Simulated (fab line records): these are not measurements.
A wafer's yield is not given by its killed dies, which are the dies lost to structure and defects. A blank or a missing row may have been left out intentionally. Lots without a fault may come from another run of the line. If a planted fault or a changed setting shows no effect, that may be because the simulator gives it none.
What tool caused it? ; flow n5 finfet ; 12 lots, 36 wafers sampled, at 3 steps of a route of 1938

== WHAT THE GAUGES SHOWED, per wafer ==
N5_BEOL_M10_THK_MEAS_01. Usual: M10_ILD_THK gives 269 nm (standard deviation 4).
lot;measured;on;M10_ILD_THK (nm);flag
L139;day 10 08:00;film metro-01;267 275 273;
L140;day 10 14:41;film metro-01;265 270 275;
L141;day 11 17:31;film metro-01;268 266 270;
L143;day 11 17:47;film metro-02;263 268 267;
L146;day 11 22:29;film metro-01;261 269 273;
L144;day 12 01:37;film metro-01;273 274 270;
L148;day 12 10:24;film metro-02;265 267 266;
L149;day 12 14:53;film metro-01;265 268 268;
L151;day 13 11:52;film metro-02;261 263 264;
L160;day 16 00:37;film metro-02;268 274 276;
L161;day 16 06:22;film metro-01;268 268 267;
L162;day 16 06:55;film metro-02;265 269 274;

N5_BEOL_M10_CD_MEAS_11: target cd 64.1 nm. Usual: 64.3 nm for cd nm, sd 0.67.
lot;measured;on;cd nm (nm);flag
L139;day 10 11:58;cd sem-03;64.8 63.2 64.2;
L140;day 10 18:27;cd sem-03;64.7 65.0 63.9;
L141;day 11 18:47;cd sem-02;65.0 64.3 65.8;
L143;day 11 18:57;cd sem-01;64.7 64.7 64.8;
L146;day 11 23:51;cd sem-03;63.5 64.2 63.4;
L144;day 12 03:47;cd sem-02;63.5 64.4 65.1;
L148;day 12 12:05;cd sem-02;64.6 64.5 63.5;
L149;day 12 17:47;cd sem-01;65.6 64.6 64.2;
L151;day 13 13:16;cd sem-03;65.2 64.8 65.2;
L160;day 16 03:09;cd sem-02;64.5 63.8 65.6;
L161;day 16 07:51;cd sem-01;64.1 65.3 63.8;
L162;day 16 08:27;cd sem-01;64.5 63.5 63.4;

== TOOL THAT RAN EACH LOT (tool first, then ch and the chambers of the sampled wafers, then the start) ==
lot;N5_BEOL_M10_HM_DEP_02
L139;pvd sputter-03, day 10 11:28
L140;pvd sputter-03, day 10 17:57
L141;pvd sputter-01, day 11 18:17
L143;pvd sputter-01, day 11 18:23
L146;pvd sputter-03, day 11 23:22
L144;pvd sputter-02, day 12 03:25
L148;pvd sputter-02, day 12 11:43
L149;pvd sputter-02, day 12 17:17
L151;pvd sputter-01, day 13 12:46
L160;pvd sputter-01, day 16 02:39
L161;pvd sputter-02, day 16 07:21
L162;pvd sputter-03, day 16 07:56
- N5_BEOL_M10_HM_DEP_02: deposits TiN, target thk 20 nm.

== WHAT THE TOOLS THEMSELVES READ (means of the sampled wafers that have a number; where no wafer has one, the mark that the record gives instead) ==
N5_BEOL_M10_HM_DEP_02. Usual: 29.8 % for throttle valve pct, sd 0.95.
lot;tool;throttle valve pct (%);flag
L139;pvd sputter-03;30.5;
L140;pvd sputter-03;30.5;
L141;pvd sputter-01;29.4;
L143;pvd sputter-01;30.0;
L146;pvd sputter-03;30.6;
L144;pvd sputter-02;29.3;
L148;pvd sputter-02;29.7;
L149;pvd sputter-02;28.1;
L151;pvd sputter-01;30.1;
L160;pvd sputter-01;29.5;
L161;pvd sputter-02;28.8;
L162;pvd sputter-03;30.3;

== THE ANSWER, worked out from the rows above alone ==
Rule: a lot is off if the mean of its wafers that have a number lies more than 3 standard deviations from the usual mean. Also off: a lot with no number at a reading for which 4 or more lots have one. Where the step has rows for the other lots, those lots are counted as sound. First the gauges in route order, then the tools' own readings, where a lot's mean is used as printed above. At the first step where some lot is off, the reading lying furthest off is the one used; lots without a number count as furthest.
No lot is off on any of the readings shown, so nothing can be concluded from this.

== WHAT THE SIMULATOR HAD PUT IN ==
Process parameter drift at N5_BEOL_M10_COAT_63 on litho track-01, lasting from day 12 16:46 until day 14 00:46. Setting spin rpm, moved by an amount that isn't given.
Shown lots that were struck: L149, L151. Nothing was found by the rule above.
